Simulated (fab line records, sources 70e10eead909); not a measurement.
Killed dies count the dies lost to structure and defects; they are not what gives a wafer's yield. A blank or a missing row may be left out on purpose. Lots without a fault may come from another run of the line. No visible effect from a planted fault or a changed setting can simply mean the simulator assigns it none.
Which of the tools did it? ; flow nand_harc ; 36 wafers from 12 lots sampled at 6 of the route's 1302 steps

== WHAT THE GAUGES SHOWED, per wafer ==
NHARC_A_DECK1_JOINT_THK_MEAS_14: measures by ellipsometry. Usual: 51.1 nm for thk_nm, sd 1.4.
lot;measured;on;thk_nm (nm);flag
L301;day 11 16:48;film_metro-02;51.4 52.6 51.0;
L302;day 12 12:21;film_metro-02;48.0 49.9 50.7;
L307;day 13 19:19;film_metro-01;50.4 51.0 53.1;
L306;day 13 19:18;film_metro-01;51.1 49.4 52.6;
L316;day 18 10:26;film_metro-01;52.0 51.0 50.4;
L317;day 18 10:26;film_metro-02;49.8 48.7 50.0;
L318;day 18 14:18;film_metro-01;52.6 51.5 50.2;
L319;day 19 04:26;film_metro-01;51.3 49.7 52.1;
L321;day 19 22:06;film_metro-02;52.5 51.2 50.4;
L320;day 20 03:57;film_metro-01;51.1 49.6 49.0;
L322;day 20 09:58;film_metro-01;51.9 48.8 50.8;
L323;day 21 04:25;film_metro-02;51.2 50.8 50.6;

NHARC_A_ONON_D2_INSPECT_32. Usual: 396 for raw_defect_count, sd 130.
lot;measured;on;raw_defect_count;flag
L301;day 13 07:07;defect_inspect-02;421 365 390;
L302;day 14 02:40;defect_inspect-01;333 504 369;
L307;day 15 15:27;defect_inspect-01;394 339 424;
L306;day 15 15:26;defect_inspect-02;820 544 877;
L316;day 19 22:16;defect_inspect-01;302 341 287;
L317;day 19 22:19;defect_inspect-02;273 588 311;
L318;day 20 09:19;defect_inspect-01;826 301 422;
L319;day 21 01:22;defect_inspect-02;220 486 502;
L321;day 21 18:57;defect_inspect-02;199 500 299;
L320;day 21 18:40;defect_inspect-01;203 370 449;
L322;day 21 19:08;defect_inspect-01;396 406 487;
L323;day 22 16:13;defect_inspect-01;500 371 355;

NHARC_END_SORT_01. Usual: killed_at_array 53, standard deviation 18; killed_at_other 1.0, standard deviation 1.2; killed_at_periphery 3.6, standard deviation 2.4; killed_dies 58, standard deviation 18; killed_open 3.4, standard deviation 1.8; killed_short 2.3, standard deviation 1.5.
lot;measured;on;killed_at_array;killed_at_other;killed_at_periphery;killed_dies;killed_open;killed_short;flag
L306;day 27 21:28;prober-01;127 132 111;0 0 0;5 1 2;132 133 113;4 1 3;1 1 1;OFF

== WHAT TOOL EACH LOT RAN ON (gives the tool, then ch and the chambers of the sampled wafers, and finally the start) ==
lot;NHARC_A_CHANNEL_FILL_D1_ALD_14;NHARC_A_ONON_D2_DEP_33;NHARC_A_CHANNEL_HOLE_D2_ETCH_25
L301;ald_hk-01 ch 1,2,3, day 9 10:59;pecvd-04 ch 0,1,2, day 13 06:37;har_etch-02 ch 0,1, day 13 14:10
L302;ald_hk-01 ch 0,2, day 10 06:38;pecvd-04 ch 0,1, day 14 02:11;har_etch-02 ch 0,1, day 14 11:16
L307;ald_hk-02 ch 2,3, day 11 15:09;pecvd-04 ch 0,1,2, day 15 14:59;har_etch-02 ch 0,1, day 16 04:16
L306;ald_hk-02 ch 0,1,3, day 11 15:40;pecvd-03 ch 0,1,2, day 15 14:58;har_etch-01 ch 0,1, day 16 02:04
L316;ald_hk-01 ch 0,1,2, day 16 03:31;pecvd-03 ch 1,2, day 19 21:47;har_etch-02 ch 0,1, day 20 09:46
L317;ald_hk-01 ch 0,1, day 16 07:43;pecvd-01 ch 0,2, day 19 21:52;har_etch-01 ch 0,1, day 20 10:17
L318;ald_hk-03 ch 0,1,2, day 16 07:45;pecvd-01 ch 1,2, day 20 08:49;har_etch-02 ch 0,1, day 20 16:42
L319;ald_hk-03 ch 0,2,3, day 16 19:49;pecvd-03 ch 1,2, day 21 00:58;har_etch-01 ch 0,1, day 21 08:40
L321;ald_hk-01 ch 2,3, day 17 18:33;pecvd-03 ch 1,2, day 21 18:27;har_etch-02 ch 0,1, day 22 07:20
L320;ald_hk-02 ch 0,1,2, day 17 23:07;pecvd-04 ch 0,2, day 21 18:13;har_etch-01 ch 0,1, day 22 03:20
L322;ald_hk-01 ch 0,1, day 18 03:49;pecvd-04 ch 0,1,2, day 21 18:38;har_etch-01 ch 1, day 22 07:19
L323;ald_hk-03 ch 0,1,3, day 19 01:06;pecvd-01 ch 0,1,2, day 22 15:50;har_etch-01 ch 0,1, day 23 00:20
- NHARC_A_CHANNEL_FILL_D1_ALD_14: deposits SiO2, target thk 2.5 nm, pulse time 10 s, ald cycles 25.
- NHARC_A_ONON_D2_DEP_33: deposits SiO2, target thk 200 nm.
- NHARC_A_CHANNEL_HOLE_D2_ETCH_25: etches the open film in C4F8/O2/Ar, time 1040.2 s, target depth 1500 nm.

== AS READ BY THE TOOLS THEMSELVES (means over the sampled wafers that have a number; for cases with no such wafer, the mark the record gives instead) ==
NHARC_A_CHANNEL_FILL_D1_ALD_14. Usual: heater_power_w 464 W, standard deviation 48; precursor_pulse_height_rel 0.999, standard deviation 0.02; susceptor_temp_C 299.97 C, standard deviation 0.22.
lot;tool;heater_power_w (W);precursor_pulse_height_rel;susceptor_temp_C (C);flag
L301;ald_hk-01;466;1.026;300.02;
L302;ald_hk-01;429;1.004;299.95;
L307;ald_hk-02;465;0.997;299.92;
L306;ald_hk-02;438;0.994;300.07;
L316;ald_hk-01;471;0.974;300.00;
L317;ald_hk-01;496;0.980;299.95;
L318;ald_hk-03;477;0.983;299.88;
L319;ald_hk-03;478;1.000;299.81;
L321;ald_hk-01;469;0.996;300.25;
L320;ald_hk-02;466;0.996;-;OFF
L322;ald_hk-01;493;1.017;299.78;
L323;ald_hk-03;448;0.998;299.87;

NHARC_A_ONON_D2_DEP_33. Usual: heater_power_w 557 W, standard deviation 89; susceptor_temp_C 399.99 C, standard deviation 0.27; throttle_valve_pct 15.9 %, standard deviation 0.56.
lot;tool;heater_power_w (W);susceptor_temp_C (C);throttle_valve_pct (%);flag
L301;pecvd-04;566;400.12;15.8;
L302;pecvd-04;535;399.85;15.6;
L307;pecvd-04;543;399.76;16.2;
L306;pecvd-03;552;399.90;15.7;
L316;pecvd-03;667;400.10;15.6;
L317;pecvd-01;453;399.97;15.7;
L318;pecvd-01;687;400.12;15.9;
L319;pecvd-03;604;399.87;15.8;
L321;pecvd-03;587;400.21;15.7;
L320;pecvd-04;517;399.87;16.7;
L322;pecvd-04;610;400.33;16.4;
L323;pecvd-01;515;400.02;15.4;

NHARC_A_CHANNEL_HOLE_D2_ETCH_25. Usual: drypump_motor_current_A 6.1 A, standard deviation 0.35; he_backside_leak_sccm 6.3 sccm, standard deviation 0.76; showerhead_plenum_p_Torr 3.62 Torr, standard deviation 0.06; throttle_valve_pct 32.235 %, standard deviation 0.0085.
lot;tool;drypump_motor_current_A (A);he_backside_leak_sccm (sccm);showerhead_plenum_p_Torr (Torr);throttle_valve_pct (%);flag
L301;har_etch-02;6.4;7.3;3.70;32.233;
L302;har_etch-02;6.1;7.5;3.66;32.228;
L307;har_etch-02;6.1;7.2;3.65;32.235;
L306;har_etch-01;6.0;5.8;3.61;32.237;
L316;har_etch-02;6.1;5.7;3.62;32.236;
L317;har_etch-01;5.9;6.5;3.60;32.233;
L318;har_etch-02;6.1;5.5;3.62;32.236;
L319;har_etch-01;6.0;6.4;3.56;32.236;
L321;har_etch-02;6.1;6.1;3.61;32.239;
L320;har_etch-01;5.9;6.6;3.59;32.235;
L322;har_etch-01;6.2;5.8;3.52;32.245;
L323;har_etch-01;6.0;6.2;3.55;32.241;

== THE ANSWER, worked out from the rows above alone ==
Rule: lot off if the mean of its wafers having a number is beyond 3 standard deviations from the usual mean. Also off: a lot with no number at a reading for which 4 or more lots have one. All remaining lots with rows at the step are treated as sound. After the gauges, taken in route order, come the tools' own readings; for these a lot's mean is taken, as printed above. At the first step where some lot is off, the reading lying furthest off is the one used; lots without a number count as furthest.
Off, at NHARC_END_SORT_01 on killed_at_array: L306. Neither off nor sound, because the step has no rows for them: L301, L302, L307, L316, L317, L318, L319, L321, L320, L322, L323.
If a tool, at a process step before that reading, ran all the lots that are off and no sound lot after the first of them, it fits. Those tools and the gauges at NHARC_END_SORT_01 are tried in the same way. Can't be told from this: 4 tools fit, ald_hk-02 at NHARC_A_CHANNEL_FILL_D1_ALD_14, pecvd-03 at NHARC_A_ONON_D2_DEP_33, har_etch-01 at NHARC_A_CHANNEL_HOLE_D2_ETCH_25, prober-01 at NHARC_END_SORT_01.

== WHAT THE SIMULATOR HAD PUT IN ==
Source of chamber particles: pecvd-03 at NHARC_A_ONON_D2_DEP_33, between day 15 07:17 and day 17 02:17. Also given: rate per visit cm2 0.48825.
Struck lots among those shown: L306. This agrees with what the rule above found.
